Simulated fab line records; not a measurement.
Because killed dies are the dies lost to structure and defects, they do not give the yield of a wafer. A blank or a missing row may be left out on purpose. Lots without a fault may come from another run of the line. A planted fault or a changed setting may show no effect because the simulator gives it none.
8D (eight disciplines) problem report, filled in by code :: flow n5Finfet :: the parts of the form that need people (team, actions taken, sign-off) are left out

1. WHAT WENT WRONG
At N5_BEOL_M12_OCD_MEAS_35, trenchDepthNm averages 284 nm over 4 wafers from 3 lots, while fault-free wafers read 318 nm, standard deviation 4.7. Measured from the usual mean, that is -7.3 standard deviations.
Seen first at day 12 17:50 on ocd-01, wafer L680.3. Wafers with a number at this step in the record: 19, from 7 lots. Rule for "out", or "out of limits": more than 4 standard deviations from the usual mean. All remaining wafers that have a number are taken as sound.

2. WHAT IT IS AND WHAT IT IS NOT
question: which readings at this step
is: trenchDepthNm
is not: -

question: which lots
is: L680, L681, L685
is not: L671, L677, L679, L690

question: which wafers of those lots
is: L680.3, L680.5, L681.3, L685.3
is not: L680.2, L681.1, L685.4

question: read on which gauges
is: ocd-01, ocd-02
is not: -

question: when
is: from day 12 17:50
is not: up to then (7 sound wafers); but 8 sound wafers of L679, L681, L685, L690 came after

3. THE SUSPECTS, EACH WITH WHAT RULES IT OUT
Counting: if a tool at a process step up to the reading ran every lot that is out, it stays a suspect. Sound lots after the first of them don't rule it out here, since some wafers of a struck lot are sound.
- ruled out: the gauge at N5_BEOL_M12_OCD_MEAS_35. The wafers that are out were read on 2 gauges (ocd-01, ocd-02).
- rieDiel-03 at N5_BEOL_M12_ETCH_68 (etches SOC in N2/H2, time 285 s): kept. Every lot that is out went through it, the first being L680 (day 12 17:29); the last sound lot it ran before that was L677 (day 12 15:53).
- rieDiel-03 at N5_BEOL_M12_TRENCH_ETCH_34 (etches SiOC in C4F8/O2/Ar, target depth 318.95 nm, time 125.5 s): kept. Every lot that is out went through it, the first being L680 (day 12 17:40); the last sound lot it ran before that was L677 (day 12 16:04).
Remaining after the count are rieDiel-03 at N5_BEOL_M12_ETCH_68 and rieDiel-03 at N5_BEOL_M12_TRENCH_ETCH_34.

4. THE CAUSE (what the simulator had put in)
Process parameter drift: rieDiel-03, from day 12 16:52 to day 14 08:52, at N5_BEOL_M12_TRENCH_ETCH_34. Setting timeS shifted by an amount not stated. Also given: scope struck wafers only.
Of the 2 suspects that counting leaves, this tool is one.

5. THE CHAIN OF EFFECTS, in route order
Rows list readings where the struck wafers' mean (over those with a number) sits beyond 3 standard deviations from the usual. Only readings whose record carries a usual standard deviation are examined. hours: median over the lots of the time between each lot's start at the first step of this table that gives one and its start at this step. sigmas: the change, counted in usual standard deviations.
hours: 0
step: N5_BEOL_M12_OCD_MEAS_35
reading: trenchDepthNm
usual: 318 nm
on struck wafers: 284
change: -34
sigmas: -7.3

hours: 5
step: N5_BEOL_M12_THK_MEAS_50
reading: M12_THK
usual: 325 nm
on struck wafers: 291
change: -34
sigmas: -5.8

hours: 5
step: N5_BEOL_M12_RS_MEAS_54
reading: M12_RS
usual: 0.0601 ohm/sq
on struck wafers: 0.0678
change: +0.0077
sigmas: +8.2

hours: 24
step: N5_BEOL_M15_RC_MEAS_101
reading: SERP_M12
usual: 0.636 ohm/um
on struck wafers: 0.713
change: +0.077
sigmas: +4.5

hours: 24
step: N5_BEOL_M15_RC_MEAS_101
reading: SERP_M12_max_site
usual: 0.648 ohm/um
on struck wafers: 0.729
change: +0.081
sigmas: +4.5

6. HOW IT WOULD HAVE BEEN CAUGHT EARLIER
In this record the first reading out of limits at a measuring or inspecting step was taken at day 12 17:50, 1 hour after the fault began at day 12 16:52.
An alarm limit of 4 standard deviations would not have fired on the tool readings at N5_BEOL_M12_TRENCH_ETCH_34 for which the record gives a usual standard deviation, since none of them was out on any struck wafer.
Among the 3 lots that are out, L681, L685 began N5_BEOL_M12_TRENCH_ETCH_34 on rieDiel-03 after day 12 17:50. A hold on the tool at that time would have spared those 2.
